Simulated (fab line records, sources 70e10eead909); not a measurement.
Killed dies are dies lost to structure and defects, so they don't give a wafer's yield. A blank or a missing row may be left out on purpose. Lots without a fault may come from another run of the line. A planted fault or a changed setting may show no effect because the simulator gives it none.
Which tool did it? | flow nand_harc | 6 lots, 18 wafers sampled, at 5 steps of a route of 1302

WHAT THE GAUGES READ, wafer by wafer
NHARC_END_SORT_01.
lot  | measured     | on        | killed_dies
L994 | day 25 03:10 | prober-01 | 67 65 63
L996 | day 25 15:00 | prober-02 | 82 103 84
L999 | day 26 21:28 | prober-02 | 83 72 82
L108 | day 31 09:10 | prober-02 | 152 160 164

WHICH TOOL RAN EACH LOT (tool, then ch and the chambers of the sampled wafers, then the start)
lot  | NHARC_A_CHANNEL_FILL_D2_CVD_05   | NHARC_THIN_TSV_ANNEAL_52         | NHARC_THIN_TSV_CMP_21         | NHARC_THIN_TSV_PRE_CLEAN_54
L994 | lpcvd_poly-01 ch 0, day 15 00:31 | rtp_anneal-01 ch 0, day 24 12:56 | cmp-04 ch 0,2, day 24 13:16   | pvd_sputter-02, day 24 13:48
L996 | lpcvd_poly-01 ch 0, day 15 21:24 | rtp_anneal-02 ch 0, day 25 00:34 | cmp-02 ch 1,2, day 25 00:54   | pvd_sputter-03, day 25 01:26
L999 | lpcvd_poly-03 ch 0, day 16 21:11 | rtp_anneal-02 ch 0, day 26 07:06 | cmp-01 ch 1,2, day 26 07:19   | pvd_sputter-01, day 26 07:49
L106 | lpcvd_poly-03 ch 0, day 20 02:25 | rtp_anneal-02 ch 0, day 29 08:16 | cmp-04 ch 0,2, day 29 08:38   | pvd_sputter-02, day 29 09:10
L108 | lpcvd_poly-01 ch 0, day 21 01:31 | rtp_anneal-02 ch 0, day 30 21:26 | cmp-01 ch 1,2,3, day 30 21:48 | pvd_sputter-01, day 30 22:17
L115 | lpcvd_poly-01 ch 0, day 24 01:11 | rtp_anneal-02 ch 0, day 33 07:37 | cmp-04 ch 1,2, day 33 07:58   | pvd_sputter-02, day 33 08:30
- NHARC_A_CHANNEL_FILL_D2_CVD_05: deposits poly-Si, target thk 5 nm.
- NHARC_THIN_TSV_ANNEAL_52: time 90 s.
- NHARC_THIN_TSV_CMP_21: polishes, t overpolish 30 s, target thk 2000 nm.
- NHARC_THIN_TSV_PRE_CLEAN_54: time 30 s.

THE ANSWER, worked out from the rows above alone
Rule: what is usual is taken from the lots themselves. Put in order of their means at a reading, lots are off if they are a third of the lots or fewer, leave a main group of 4 or more, and stand apart from it by a gap of 3 or more times the standard deviation of the main group's means; of several such gaps the widest counts. A main group whose means are all the same, to the digits that the tables above print for the reading, isn't used. A lot without any number at a reading at which 4 lots or more have one is off too. The other lots that the step has rows for count as sound.
No lot is off at any reading shown: from this, nothing can be told.

WHAT THE SIMULATOR HAD PUT IN
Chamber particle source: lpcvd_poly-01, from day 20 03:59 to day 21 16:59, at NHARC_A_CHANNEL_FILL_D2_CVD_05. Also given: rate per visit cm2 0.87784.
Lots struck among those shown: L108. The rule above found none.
